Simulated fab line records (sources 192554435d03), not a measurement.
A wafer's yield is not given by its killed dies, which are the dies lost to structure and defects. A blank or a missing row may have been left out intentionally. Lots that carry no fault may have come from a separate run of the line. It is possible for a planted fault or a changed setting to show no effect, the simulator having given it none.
fab line records    flow n5Finfet
record lots=5  wafers=15  lastDay=17
route steps=1938 shown FIN_SAQP@108 BEOL_M4@1111
lots that met no fault: taken from a fault-free run of the same line
startH: start of the lot's first displayed wafer, in hours after the record's first day    waitH: hours from the lot's prior step to this one    " unchanged from the row above    L1.1+2: a single row standing in for several wafers    - no value, or no start given    * or withheld: withheld    < > ~ a bound
route shown NAME@n: names a module that has steps shown in the file, with the first one's number in the route    usual: average and standard deviation across the fault-free wafers    same: alike in all rows    chamber/n: place in a boat    sites: the reading at each site    _std_site: the standard deviation of these    _edge_site: mean of outer sites minus mean of inner sites    radiusMm: how far each site lies from the wafer's centre    mask NAME#n: copy n    behind: the most recent tool/chamber to have shaped the wafer    hold: reason for holding the lot/hours on hold/outcome of the hold    device: the transistor (n, p or np) that didn't switch    end of line: the tests these same wafers got at the end of their route    step lacking rows: just its recipe    killed: at the first sort, the dies lost to defects and structure; wafer yield is something else    map: a wafer's dies, x killed, . not, _ none there
set.NAME: setting as actually run; set.NAME@STEP: the setting as run at that earlier step    model.NAME: the simulator's own value behind a step, which no gauge read
lots at selected steps of the route; one table per step, one row per wafer
services: a tool's chamber out of use, with start hour (startH, from the record's first day; less than 0 if before it), hours out, and reason
## steps
# step N5_FIN_SAQP_EXPOSE_13
# recipe maskId=FIN_CORE  na=1.35  sourceShape=dipole  sigmaInner=0.538  sigmaOuter=0.738  polarization=te  targetCdNm=35.6  doseMj=63.25
# step N5_FIN_SAQP_PEB_14
# recipe pebTempC=withheld  pebTimeS=60  resist=CAR-ArF
# step N5_FIN_SAQP_DEVELOP_15
# recipe developTimeS=30  developer=TMAH  resist=CAR-ArF  devTempC=23  rinseLiquid=diw  dry=airSpin
# step N5_FIN_SAQP_DESCUM_21
# recipe chemistry=O2  timeS=7.9  sourcePowerW=50  biasPowerW=20  pressureMtorr=20  rfFrequencyHz=2.712e+07  tempC=40  resist=CAR-ArF  o2FlowSccm=225
# step N5_FIN_SAQP_ETCH_51
# recipe chemistry=CF4  target=SiARC  targetDepthA=455  maskMaterial=CAR-ArF  timeS=75.8  ionEnergyEv=80  pressureMtorr=40  sourceW=545  biasW=36  Ar_flow_sccm=100  cf4FlowSccm=100  ends=cleared
# step N5_FIN_SAQP_ETCH_52
# recipe chemistry=N2/H2  target=SOC  targetDepthA=1000  overetchA=200  maskMaterial=SiARC  tempC=40  timeS=150  ionEnergyEv=200  pressureMtorr=30  sourceW=840  biasW=150  n2FlowSccm=200  h2FlowSccm=200  ends=endPoint
# step N5_FIN_SAQP_STRIP_53
# recipe chemistry=N2/H2  tempC=40  n2FlowSccm=200  h2FlowSccm=200  rfFrequencyHz=6e+07
# step N5_FIN_SAQP_HM_OPEN_73
# recipe chemistry=CHF3/O2  target=SiO2  stopOn=a-Si  targetDepthA=120  overEtchFrac=1.8  maskMaterial=SOC  timeS=16.8  pressureMtorr=30  sourceW=650  biasW=170  Ar_flow_sccm=200  CHF3_flow_sccm=50  O2_flow_sccm=5  ionEnergyEv=200  ends=endPoint
# step N5_FIN_SAQP_STRIP_74
# recipe chemistry=CHF3/O2  resist=SiARC  rfFrequencyHz=6e+07
# step N5_FIN_SAQP_MANDREL_ETCH_22
# recipe targetDepthA=600  chemistry=HBr/Cl2  target=a-Si  stopOn=SiNx  btTimeS=10  overEtchFrac=0.5  timeS=30  pressureMtorr=10  icpW=800  biasW=75  HBr_flow_sccm=150  Cl2_flow_sccm=80  ends=endPoint
# usual chamberPressureMTorr=10.001/0.0081  drypumpMotorCurrentA=5.6/0.35  oesProductAu=0.769/0.016  throttleValvePct=35.5/0.39
lot.wafer  tool      chamber  startH  waitH  chamberPressureMTorr  drypumpMotorCurrentA  oesProductAu  rfHoursCounterH  throttleValvePct  model.SOC_of_FIN_SAQP_COAT_49.thkNm
L520.1     rieSi-03  3        95.28   0.0    10.006                6.1                   0.781         8                35.7              75.65
L520.2     "         2        "       "      10.014                5.3                   0.783         53               35.4              76.21
L520.4     "         1        "       "      10.005                6.1                   0.761         170              36.0              75.72
L523.2     rieSi-03  0        113.40  0.0    10.015                6.0                   0.782         197              36.0              80.73
L523.5     "         0        "       "      10.009                6.0                   0.790         -                36.0              80.95
L523.6     "         3        "       "      10.001                6.1                   0.775         -                35.7              81.06
L524.4     rieSi-02  2        118.69  0.1    9.993                 5.4                   0.758         -                35.5              76.11
L524.5     "         1        "       "      10.006                5.7                   0.781         -                35.3              76.5
L524.6     "         3        "       "      9.997                 5.3                   0.762         -                35.2              76.59
L525.1     rieSi-03  2        124.62  0.0    10.006                5.3                   0.765         53               35.5              81.42
L525.3     "         3        "       "      10.006                6.1                   0.778         9                35.7              81.17
L525.5     "         0        "       "      10.001                6.0                   0.792         -                36.0              81.4
L526.1     rieSi-03  1        129.98  0.0    10.016                6.1                   0.723         170              36.0              81.78
L526.3     "         3        "       "      10.009                6.1                   0.767         9                35.7              82.09
L526.6     "         2        "       "      10.001                5.3                   0.771         -                35.4              81.91
# step N5_FIN_SAQP_STRIP_55
# recipe chemistry=N2/H2  powerW=500  tempC=40  pressureMtorr=50  rfFrequencyHz=6e+07  overashFraction=0.3  biasPowerW=28  h2Frac=0.5  n2FlowSccm=300  h2FlowSccm=300
# step N5_BEOL_M4_RC_MEAS_101
# usual DIBL_N=36.5/2  DIBL_P=36.5/2.3  IOFF_N=0.16/0.036  IOFF_P=0.21/0.037  ION_N=672/12  ION_P=459/7.1  SS_N=71.6/0.73  SS_P=73.4/0.76  VT_N=250/3.3  VT_P=-250.5/2.9
lot.wafer  tool       chamber  startH  waitH  DIBL_N[mV/V]  DIBL_P[mV/V]  IOFF_N[nA/um]  IOFF_P[nA/um]  ION_N[uA/um]  ION_P[uA/um]  SS_N[mV/dec]  SS_P[mV/dec]  VT_N[mV]  VT_P[mV]
L520.1     prober-01  0        257.15  0.0    37.4          36.3          0.18           0.24           684           461           72.3          74.2          246       -249.3
L520.2     "          0        "       "      38.4          36.6          0.20           0.25           697           465           72.4          73.6          245       -247.6
L520.4     "          0        "       "      38.3          37.6          0.20           0.28           693           470           72.4          74.3          246       -246.7
L524.4     prober-02  0        263.16  0.5    38.0          36.4          0.15           0.22           680           462           71.2          72.7          253       -250.4
L524.5     "          0        "       "      39.0          36.9          0.18           0.22           651           445           72.9          73.1          252       -249.4
L524.6     "          0        "       "      37.3          35.8          0.14           0.21           660           457           71.6          72.7          251       -249.5
L523.2     prober-01  0        263.44  0.2    35.1          37.3          0.15           0.19           672           458           71.6          73.6          249       -253.4
L523.5     "          0        "       "      35.8          37.3          0.15           0.18           661           446           71.5          72.8          252       -254.1
L523.6     "          0        "       "      32.5          34.1          0.11           0.15           664           455           70.5          72.5          251       -255.7
L526.1     prober-02  0        274.13  0.0    34.9          33.7          0.13           0.20           664           466           71.1          72.7          253       -248.9
L526.3     "          0        "       "      37.1          35.2          0.15           0.22           654           449           71.9          72.9          255       -250.1
L526.6     "          0        "       "      36.9          36.0          0.16           0.24           681           473           71.1          73.3          250       -245.5
L525.1     prober-01  0        280.17  0.0    36.2          34.6          0.16           0.19           672           456           71.8          74.1          247       -253.7
L525.3     "          0        "       "      34.5          32.5          0.12           0.16           665           454           71.2          72.4          255       -256.7
L525.5     "          0        "       "      35.0          33.4          0.13           0.17           671           459           70.8          72.3          249       -251.9
## services
tool      chamber  startH  hours  kind
rieSi-02  0        110.44  -      clean
rieSi-02  0        110.44  14.5   scheduledDown
rieSi-02  0        110.44  14.5   ventCycle
rieSi-03  -        110.53  2.8    pm
rieSi-03  0        129.17  -      clean
rieSi-03  0        129.17  15.0   scheduledDown
rieSi-03  0        129.17  15.0   ventCycle
## key
firstSign none at tools or gauges
modelEffect step=N5_FIN_SAQP_MANDREL_ETCH_22  value=SOC_of_FIN_SAQP_COAT_49.thkNm  without=76.13  struck=81.39
metAt N5_FIN_SAQP_MANDREL_ETCH_22
struckWafers L523.2,L523.5,L523.6,L525.1,L525.3,L525.5,L526.1,L526.3,L526.6
onsetBetween 95.28 113.40
fault kind=processParameterDrift  tool=rieSi-03  chamber=-  onsetH=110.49  steps=N5_FIN_SAQP_MANDREL_ETCH_22  channel=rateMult  offset=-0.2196  shape=step  endH=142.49
